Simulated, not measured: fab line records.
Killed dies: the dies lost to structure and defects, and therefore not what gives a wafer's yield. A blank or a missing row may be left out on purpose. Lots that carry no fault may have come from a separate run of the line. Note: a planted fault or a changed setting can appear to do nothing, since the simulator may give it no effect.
A struck lot beside a sound one + flow nand_harc + 15 steps out of a route of 1302
Sound: the wafers L481.1, L481.4, L481.5. Wafers struck: L475.1, L475.2, L475.3. The cause comes at the end.
Order at every step that has rows: each side's tool, ch and its chambers, its first start. Under that, the readings that differ: sound wafers + struck wafers + difference of the means + sigmas: that difference in standard deviations of wafers without a fault.
alike: readings whose means differ by less than 2 such deviations, and words and numbers that are the same on both sides. not compared: withheld readings, readings that some wafer has no value for, bounds like >300 that may hide the same value, and numbers for which the record gives no deviation and whose values overlap.
The two part at a step that has a row with sigmas, a row that says differs or no value, or rows on one side only. Non-overlapping numbers with no deviation appear without sigmas and do not part them. Lack of a reading on every wafer of one side parts them only where that side has two or more wafers.

first, 1 step without rows for these wafers: NHARC_A_ONON_D1_DEP_12 (target thk 1000 nm).
NHARC_A_ONON_D1_THK_MEAS_14: measures by ellipsometry.
  sound on film_metro-02 at day 15 02:41; struck on film_metro-01 at day 12 03:41
| reading     | sound          | struck      | difference | sigmas |
|-------------|----------------|-------------|------------|--------|
| thk_nm (nm) | 1006 1004 1006 | 983 983 983 | -22        | -2     |
then, 2 steps without rows for these wafers: NHARC_A_ONON_D1_ANNEAL_15 (time 3600 s); NHARC_A_ONON_D1_DEP_16 (target thk 1000 nm).
NHARC_A_ONON_D1_THK_MEAS_18: measures by ellipsometry.
  sound on film_metro-01 at day 15 10:28; struck on film_metro-02 at day 12 11:24
  alike: thk_nm
after that, 1 step with no rows for these wafers: NHARC_A_ONON_D1_DEP_19 (target thk 1000 nm).
NHARC_A_ONON_D1_THK_MEAS_21: measures by ellipsometry.
  sound on film_metro-02 at day 15 11:02; struck on film_metro-02 at day 12 11:58
  alike: thk_nm
after that, 1 step with no rows for these wafers: NHARC_A_ONON_D1_DEP_22 (target thk 1000 nm).
NHARC_A_ONON_D1_THK_MEAS_24: measures by ellipsometry.
  sound on film_metro-01 at day 15 11:36; struck on film_metro-01 at day 12 12:32
  alike: thk_nm
after that, 1 step with no rows for these wafers: NHARC_A_ONON_D1_DEP_25 (target thk 1000 nm).
NHARC_A_ONON_D1_THK_MEAS_27: measures by ellipsometry.
  sound on film_metro-02 at day 15 12:10; struck on film_metro-02 at day 12 13:08
  alike: thk_nm
NHARC_A_ONON_D1_DEP_28: target thk 1000 nm.
  sound on pecvd_onon-01 ch 0, day 15 12:13; struck on pecvd_onon-04 ch 0, day 12 13:11
NHARC_A_ONON_D1_THK_MEAS_30: measures by ellipsometry.
  sound on film_metro-02 at day 15 12:44; struck on film_metro-01 at day 12 13:42
| reading     | sound          | struck         | difference | sigmas |
|-------------|----------------|----------------|------------|--------|
| thk_nm (nm) | 1001 1002 1003 | 1690 1687 1687 | +686       | +84    |
NHARC_A_ONON_D1_DEP_33: deposits SiO2, target thk 200 nm.
  sound on pecvd-02 ch 0,1,2, day 15 12:52; struck on pecvd-01 ch 0,1,2, day 12 13:58
  alike: flow_sccm, heater_power_w, throttle_valve_pct
  not compared: since_wet_clean_h
-- break in the record here, with 16 days between the starts of the struck wafers on either side (left off in module A_ONON_D1, picked up again in module END, where the first step shown is number 1302 on the route) --
NHARC_END_SORT_01:
  only the struck wafers appear in the record here, on prober-01 ch 0 at day 28 10:49; the sound ones have no rows

WHERE THEY PART
At NHARC_A_ONON_D1_THK_MEAS_14 first; at NHARC_END_SORT_01 last (within this record only).

WHY: whatever the simulator had introduced
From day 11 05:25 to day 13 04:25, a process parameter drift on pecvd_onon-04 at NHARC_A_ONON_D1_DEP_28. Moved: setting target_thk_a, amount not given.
